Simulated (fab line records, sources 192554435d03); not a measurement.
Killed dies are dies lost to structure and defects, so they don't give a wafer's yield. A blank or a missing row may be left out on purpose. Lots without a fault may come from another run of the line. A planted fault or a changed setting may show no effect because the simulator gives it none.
Chamber matching | flow n5_finfet | N5_BEOL_M1_PECVD_72 on pecvd-04: 3 sister chambers
The step deposits SiO2 from TEOS/O2, target thk 16 nm, time 18 s. 3 wafers are shown with their chamber, then 8 later ones without.

WAFERS WITH THEIR CHAMBER
wafer  | chamber | showerhead_vpp_V (V)
L085.1 | 1       | 1395
L085.4 | 2       | 1239
L090.1 | 0       | 1326

WAFERS WITHOUT THEIR CHAMBER
wafer  | showerhead_vpp_V (V)
L090.2 | 1446
L090.3 | 1235
L094.1 | 1327
L094.2 | 1236
L094.5 | 1314
L093.3 | 1326
L093.4 | 1228
L093.5 | 1331

WHICH CHAMBER EACH WENT THROUGH
wafer  | from the rows above | in truth
L090.2 | 1                   | 1
L090.3 | 2                   | 2
L094.1 | 0                   | 0
L094.2 | 2                   | 2
L094.5 | 0                   | 0
L093.3 | 0                   | 0
L093.4 | 2                   | 2
L093.5 | 0                   | 0
Placed correctly: 8 of 8. Can't be placed from these rows: 0. Placed wrongly: 0.
How it was worked out, from the rows above alone: a wafer's distance from a chamber is the root of the sum, over the readings, of the square of ((its reading less the chamber's mean) divided by the reading's scatter). The wafer belongs to the nearest chamber; if the next one is less than 2 further off, it can't be placed. A chamber's mean is the mean of its shown wafers. The scatter: with one shown wafer a chamber, the root of the mean of the squares of how far each hidden wafer lies from its nearest shown one.
